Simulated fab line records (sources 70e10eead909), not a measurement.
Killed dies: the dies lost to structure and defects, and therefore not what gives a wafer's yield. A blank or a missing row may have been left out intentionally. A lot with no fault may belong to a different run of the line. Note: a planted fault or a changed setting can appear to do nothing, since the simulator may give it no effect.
Matching of chambers -- flow nand harc -- NHARC_P_M0_PRE_CLEAN_31 on pecvd-03 has 3 sister chambers
The step time 12 s. 30 wafers are shown with their chamber, then 12 later ones without.

## EACH WAFER AND ITS CHAMBER
wafer,chamber,heater power w (W)
L074.1,2,588
L074.2,0,701
L074.3,1,821
L075.2,2,633
L075.3,1,842
L075.6,1,843
L076.2,0,637
L076.3,2,628
L076.4,1,777
L076.1,1,764
L076.5,0,657
L076.6,2,649
L077.3,0,741
L077.4,2,571
L077.5,1,787
L079.1,0,687
L079.5,0,675
L079.6,1,732
L086.1,1,784
L086.4,2,616
L086.5,0,760
L087.1,1,699
L087.2,2,525
L087.3,0,737
L089.1,0,711
L089.3,2,642
L089.5,0,715
L090.3,2,647
L090.4,1,694
L090.5,2,641

SIGNATURES, as means of the wafers listed above
reading,chamber 0,chamber 1,chamber 2,scatter within a chamber
heater power w,702.10,774.30,614.00,44.8
Rule: for a wafer and a chamber, the distance is found by dividing, reading by reading, the gap between the wafer's reading and the chamber's mean by the reading's scatter, squaring, summing and taking the root. If the next closest chamber is less than 2 further off than the closest, the wafer can't be placed; otherwise it belongs to the closest. The scatter: take each reading less its chamber's mean, square it, sum over the shown wafers, divide by the number of wafers less the number of chambers, and take the root.

## WAFERS MISSING THEIR CHAMBER
wafer,heater power w (W)
L091.1,553
L091.2,806
L091.6,547
L094.1,705
L094.3,645
L094.4,747
L095.2,721
L095.3,752
L095.6,549
L097.1,635
L097.2,743
L097.4,777

## WHICH CHAMBER EACH WENT THROUGH
wafer,from the rows above,in truth
L091.1,can't be placed: 2 or 0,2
L091.2,can't be placed: 1 or 0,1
L091.6,can't be placed: 2 or 0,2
L094.1,can't be placed: 0 or 1 or 2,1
L094.3,can't be placed: 2 or 0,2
L094.4,can't be placed: 1 or 0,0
L095.2,can't be placed: 0 or 1 or 2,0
L095.3,can't be placed: 1 or 0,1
L095.6,can't be placed: 2 or 0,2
L097.1,can't be placed: 2 or 0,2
L097.2,can't be placed: 1 or 0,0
L097.4,can't be placed: 1 or 0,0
0 of 12 placed correctly. Can't be placed from these rows: 12 (the true chamber is among the candidates in 12). Number placed wrongly: 0.
